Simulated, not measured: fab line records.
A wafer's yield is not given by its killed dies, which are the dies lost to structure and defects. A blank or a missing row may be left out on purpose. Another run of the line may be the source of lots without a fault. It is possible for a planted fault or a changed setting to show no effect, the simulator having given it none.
Which tool did it?	flow nand harc	72 wafers from 24 lots sampled at 6 of the route's 1302 steps

## WHAT THE GAUGES READ, wafer by wafer
No reading from a measuring or inspecting step in the record can be judged against a usual standard deviation.

## WHAT TOOL EACH LOT RAN ON (gives the tool, then ch and the chambers of the sampled wafers, and finally the start)
lot	NHARC_A_CONTACT_ETCH_117	NHARC_A_CONTACT_ETCH_119	NHARC_A_CONTACT_ETCH_120	NHARC_A_CONTACT_ETCH_90	NHARC_A_CONTACT_ETCH_75	NHARC_A_CONTACT_ETCH_128
L074	har cap etch-03 ch 0,1, day 21 06:49	har cap etch-03 ch 0,1, day 21 07:10	har cap etch-03 ch 0,1, day 21 07:20	rie diel-03 ch 1,2, day 21 08:47	rie diel-03 ch 2,3, day 21 19:28	har cap etch-02 ch 0,1, day 21 21:46
L076	har cap etch-03 ch 0,1, day 22 03:01	har cap etch-03 ch 0,1, day 22 03:22	har cap etch-03 ch 0,1, day 22 03:32	rie diel-12 ch 1,2,3, day 22 05:01	rie diel-03 ch 0,2,3, day 22 10:25	har cap etch-01 ch 0,1, day 22 12:37
L075	har cap etch-02 ch 1, day 22 03:50	har cap etch-02 ch 1, day 22 04:10	har cap etch-02 ch 1, day 22 04:20	rie diel-03 ch 1,2,3, day 22 05:49	rie diel-12 ch 1,3, day 22 11:45	har cap etch-02 ch 0,1, day 22 13:56
L077	har cap etch-03 ch 0,1, day 22 20:01	har cap etch-03 ch 0,1, day 22 20:22	har cap etch-03 ch 0,1, day 22 20:32	rie diel-08 ch 0,1,2, day 22 22:03	rie diel-03 ch 0,3, day 23 03:54	har cap etch-01 ch 0,1, day 23 06:07
L079	har cap etch-03 ch 0,1, day 23 10:06	har cap etch-03 ch 0,1, day 23 10:26	har cap etch-03 ch 0,1, day 23 10:37	rie diel-03 ch 0,2,3, day 23 12:05	rie diel-12 ch 0,3, day 23 17:29	har cap etch-01 ch 0,1, day 23 23:40
L080	har cap etch-02 ch 0,1, day 23 10:58	har cap etch-02 ch 0,1, day 23 11:18	har cap etch-02 ch 0,1, day 23 11:28	rie diel-12 ch 0,1,3, day 23 12:58	rie diel-03 ch 0,1,2, day 23 18:24	har cap etch-02 ch 0,1, day 23 20:35
L078	har cap etch-01 ch 0,1, day 23 13:28	har cap etch-01 ch 0,1, day 23 13:49	har cap etch-01 ch 0,1, day 23 13:59	rie diel-12 ch 0,2,3, day 23 15:26	rie diel-03 ch 1,2,3, day 23 21:38	har cap etch-03 ch 0,1, day 23 23:49
L081	har cap etch-02 ch 0,1, day 24 22:10	har cap etch-02 ch 0,1, day 24 22:31	har cap etch-02 ch 0,1, day 24 22:41	rie diel-03 ch 0,1, day 25 00:08	rie diel-03 ch 1,2, day 25 05:22	har cap etch-03 ch 0,1, day 25 07:38
L082	har cap etch-01 ch 0,1, day 24 23:17	har cap etch-01 ch 0,1, day 24 23:44	har cap etch-01 ch 0,1, day 24 23:58	rie diel-08 ch 0,1, day 25 01:46	rie diel-03 ch 1,3, day 25 07:31	har cap etch-02 ch 0,1, day 25 09:43
L083	har cap etch-02 ch 0,1, day 25 19:42	har cap etch-02 ch 0,1, day 25 20:02	har cap etch-02 ch 0,1, day 25 20:13	rie diel-03 ch 1,3, day 25 21:40	rie diel-03 ch 0,3, day 26 02:58	har cap etch-03 ch 0,1, day 26 05:13
L084	har cap etch-01 ch 0,1, day 26 01:31	har cap etch-01 ch 0,1, day 26 01:51	har cap etch-01 ch 0,1, day 26 02:01	rie diel-12 ch 0,2, day 26 04:04	rie diel-12 ch 0,2, day 26 09:43	har cap etch-03 ch 0,1, day 26 11:59
L085	har cap etch-02 ch 0,1, day 26 11:04	har cap etch-02 ch 0,1, day 26 11:25	har cap etch-02 ch 0,1, day 26 11:35	rie diel-03 ch 0,1,2, day 26 13:04	rie diel-03 ch 0,1,3, day 26 20:21	har cap etch-03 ch 1, day 26 22:34
L087	har cap etch-01 ch 0,1, day 26 11:11	har cap etch-01 ch 0,1, day 26 11:32	har cap etch-01 ch 0,1, day 26 11:42	rie diel-08 ch 0,3, day 26 13:12	rie diel-08 ch 1,2,3, day 26 21:03	har cap etch-02 ch 0,1, day 26 23:13
L086	har cap etch-01 ch 0,1, day 26 18:09	har cap etch-01 ch 0,1, day 26 18:30	har cap etch-01 ch 0,1, day 26 18:40	rie diel-03 ch 0,2,3, day 26 20:11	rie diel-08 ch 1,2,3, day 27 08:53	har cap etch-01 ch 0,1, day 27 11:08
L089	har cap etch-03 ch 0,1, day 27 09:52	har cap etch-03 ch 0,1, day 27 10:20	har cap etch-03 ch 0,1, day 27 10:34	rie diel-08 ch 0,2,3, day 27 12:22	rie diel-12 ch 0,3, day 27 19:53	har cap etch-01 ch 0, day 27 22:39
L088	har cap etch-02 ch 0,1, day 27 10:43	har cap etch-02 ch 0,1, day 27 11:03	har cap etch-02 ch 0,1, day 27 11:13	rie diel-12 ch 0,2, day 27 12:41	rie diel-12 ch 1,3, day 27 20:25	har cap etch-03 ch 0,1, day 27 23:31
L090	har cap etch-01 ch 0,1, day 28 05:57	har cap etch-01 ch 0,1, day 28 06:17	har cap etch-01 ch 0,1, day 28 06:28	rie diel-03 ch 1,2,3, day 28 07:58	rie diel-03 ch 1,2, day 28 14:01	har cap etch-01 ch 0,1, day 28 16:28
L091	har cap etch-02 ch 0,1, day 28 20:56	har cap etch-02 ch 0,1, day 28 21:23	har cap etch-02 ch 0,1, day 28 21:37	rie diel-12 ch 1,2, day 28 23:25	rie diel-03 ch 0,1, day 29 07:23	har cap etch-02 ch 0,1, day 29 09:55
L092	har cap etch-03 ch 0,1, day 28 21:21	har cap etch-03 ch 0,1, day 28 21:41	har cap etch-03 ch 0,1, day 28 21:52	rie diel-03 ch 0,1,2, day 28 23:19	rie diel-08 ch 0,2, day 29 07:32	har cap etch-03 ch 0,1, day 29 09:49
L093	har cap etch-01 ch 0,1, day 29 14:59	har cap etch-01 ch 0,1, day 29 15:26	har cap etch-01 ch 0,1, day 29 15:40	rie diel-12 ch 0,1,3, day 29 17:29	rie diel-03 ch 0,2, day 29 23:04	har cap etch-03 ch 0,1, day 30 01:35
L094	har cap etch-02 ch 0,1, day 29 18:36	har cap etch-02 ch 0,1, day 29 18:57	har cap etch-02 ch 0,1, day 29 19:07	rie diel-03 ch 0,1,2, day 29 20:36	rie diel-08 ch 0,1,2, day 30 01:53	har cap etch-01 ch 0,1, day 30 04:04
L095	har cap etch-02 ch 0,1, day 30 08:07	har cap etch-02 ch 0,1, day 30 08:27	har cap etch-02 ch 0,1, day 30 08:37	rie diel-08 ch 0,3, day 30 10:04	rie diel-12 ch 0,3, day 30 15:34	har cap etch-03 ch 0,1, day 30 18:05
L096	har cap etch-03 ch 0,1, day 30 08:16	har cap etch-03 ch 0,1, day 30 08:37	har cap etch-03 ch 0,1, day 30 08:47	rie diel-12 ch 0,1,3, day 30 10:16	rie diel-03 ch 0,1,2, day 30 15:39	har cap etch-01 ch 0,1, day 30 18:09
L097	har cap etch-02 ch 0,1, day 32 01:26	har cap etch-02 ch 0,1, day 32 01:46	har cap etch-02 ch 0,1, day 32 01:56	rie diel-12 ch 0,1, day 32 03:26	rie diel-03 ch 1,2, day 32 13:21	har cap etch-01 ch 0,1, day 32 16:16
- NHARC_A_CONTACT_ETCH_117: etches the open film in C4F8/O2/Ar, time 190 s, target depth 1850 nm.
- NHARC_A_CONTACT_ETCH_119: etches the open film in C4F8/O2/Ar, time 190 s, target depth 1850 nm.
- NHARC_A_CONTACT_ETCH_120: etches the open film in C4F8/O2/Ar, time 190 s, target depth 1850 nm.
- NHARC_A_CONTACT_ETCH_90: etches the open film in CH3F/O2, target depth 40 nm, time 85.7 s.
- NHARC_A_CONTACT_ETCH_75: etches the open film in CF4, target depth 39 nm, time 65 s.
- NHARC_A_CONTACT_ETCH_128: etches the open film in C4F8/O2/Ar, time 197 s, target depth 1918 nm.

## WHAT THE TOOLS THEMSELVES READ (means of the sampled wafers that have a number; where no wafer has one, the mark that the record gives instead)
NHARC_A_CONTACT_ETCH_90. Usual: drypump motor current A 5.7 A, standard deviation 0.33; oes product au 0.95 a.u., standard deviation 0.036; rf vpp V 243.9 V, standard deviation 1.6; showerhead plenum p Torr 2.43 Torr, standard deviation 0.1; throttle valve pct 20.663 %, standard deviation 0.0091.
lot	tool	drypump motor current A (A)	oes product au (a.u.)	rf vpp V (V)	showerhead plenum p Torr (Torr)	throttle valve pct (%)	flag
L074	rie diel-03	5.6	0.92	242.9	2.35	20.660	
L076	rie diel-12	5.8	0.92	243.6	2.46	20.662	
L075	rie diel-03	5.4	0.92	245.1	2.44	20.658	
L077	rie diel-08	5.7	0.93	243.1	2.38	20.657	
L079	rie diel-03	5.6	0.93	243.2	2.41	20.652	
L080	rie diel-12	5.8	0.92	244.3	2.41	20.663	
L078	rie diel-12	5.9	0.92	244.5	2.46	20.671	
L081	rie diel-03	5.3	0.93	243.2	2.35	20.668	
L082	rie diel-08	5.7	0.93	246.0	2.56	20.671	
L083	rie diel-03	5.2	0.93	245.6	2.52	20.661	
L084	rie diel-12	5.8	0.93	243.7	2.42	20.656	
L085	rie diel-03	5.6	0.92	242.7	2.34	20.675	
L087	rie diel-08	6.2	0.92	245.5	2.57	20.674	
L086	rie diel-03	5.6	0.93	243.5	2.41	20.663	
L089	rie diel-08	6.0	0.99	245.6	2.56	20.668	
L088	rie diel-12	5.9	1.01	244.5	2.45	20.668	
L090	rie diel-03	5.4	1.00	243.7	2.43	20.662	
L091	rie diel-12	5.7	0.92	243.3	2.39	20.660	
L092	rie diel-03	5.6	0.92	242.6	2.33	20.664	
L093	rie diel-12	5.8	1.00	243.4	2.39	20.664	
L094	rie diel-03	5.6	0.92	242.7	2.33	20.665	
L095	rie diel-08	6.0	0.93	245.9	2.60	20.664	
L096	rie diel-12	5.8	1.00	243.0	2.39	20.663	
L097	rie diel-12	5.7	1.01	241.8	2.34	20.661	

NHARC_A_CONTACT_ETCH_75. Usual: drypump motor current A 5.7 A, standard deviation 0.34; oes product au 1.001 a.u., standard deviation 0.014; rf vpp V 150.9 V, standard deviation 1.2; showerhead plenum p Torr 1.74 Torr, standard deviation 0.074; throttle valve pct 13.284 %, standard deviation 0.01.
lot	tool	drypump motor current A (A)	oes product au (a.u.)	rf vpp V (V)	showerhead plenum p Torr (Torr)	throttle valve pct (%)	flag
L074	rie diel-03	5.4	0.996	152.3	1.81	13.282	
L076	rie diel-03	5.6	0.997	151.2	1.74	13.293	
L075	rie diel-12	5.7	0.987	150.8	1.73	13.282	
L077	rie diel-03	5.4	0.998	152.1	1.80	13.284	
L079	rie diel-12	5.9	0.992	151.4	1.77	13.284	
L080	rie diel-03	5.6	1.010	150.7	1.69	13.271	
L078	rie diel-03	5.4	1.001	151.0	1.76	13.281	
L081	rie diel-03	5.6	1.000	150.5	1.70	13.280	
L082	rie diel-03	5.1	0.991	151.0	1.76	13.277	
L083	rie diel-03	5.4	1.004	152.6	1.79	13.284	
L084	rie diel-12	5.8	0.995	151.2	1.74	13.288	
L085	rie diel-03	5.4	1.012	149.9	1.74	13.277	
L087	rie diel-08	5.9	0.991	151.8	1.77	13.295	
L086	rie diel-08	5.9	0.994	151.3	1.77	13.292	
L089	rie diel-12	5.9	1.018	151.0	1.76	13.275	
L088	rie diel-12	5.7	1.008	151.0	1.72	13.276	
L090	rie diel-03	5.6	0.986	150.9	1.69	13.281	
L091	rie diel-03	5.3	1.018	150.9	1.69	13.286	
L092	rie diel-08	5.9	1.003	152.1	1.83	13.284	
L093	rie diel-03	5.8	0.994	149.8	1.66	13.276	
L094	rie diel-08	5.7	1.009	151.6	1.79	13.290	
L095	rie diel-12	5.9	1.003	150.4	1.73	13.294	
L096	rie diel-03	5.6	0.995	150.1	1.68	13.293	
L097	rie diel-03	5.6	0.988	150.9	1.69	13.280	

## THE ANSWER, worked out from the rows above alone
Rule: lot off if the mean of its wafers having a number is beyond 3 standard deviations from the usual mean. A lot without any number at a reading at which 4 lots or more have one is off too. All remaining lots with rows at the step are treated as sound. First the gauges in route order, then the tools' own readings, where a lot's mean is used as printed above. At the first step where some lot is off, the reading lying furthest off is the one used; lots without a number count as furthest.
Across all readings shown, no lot is off: no conclusion can be drawn from this.

## WHAT THE SIMULATOR HAD PUT IN
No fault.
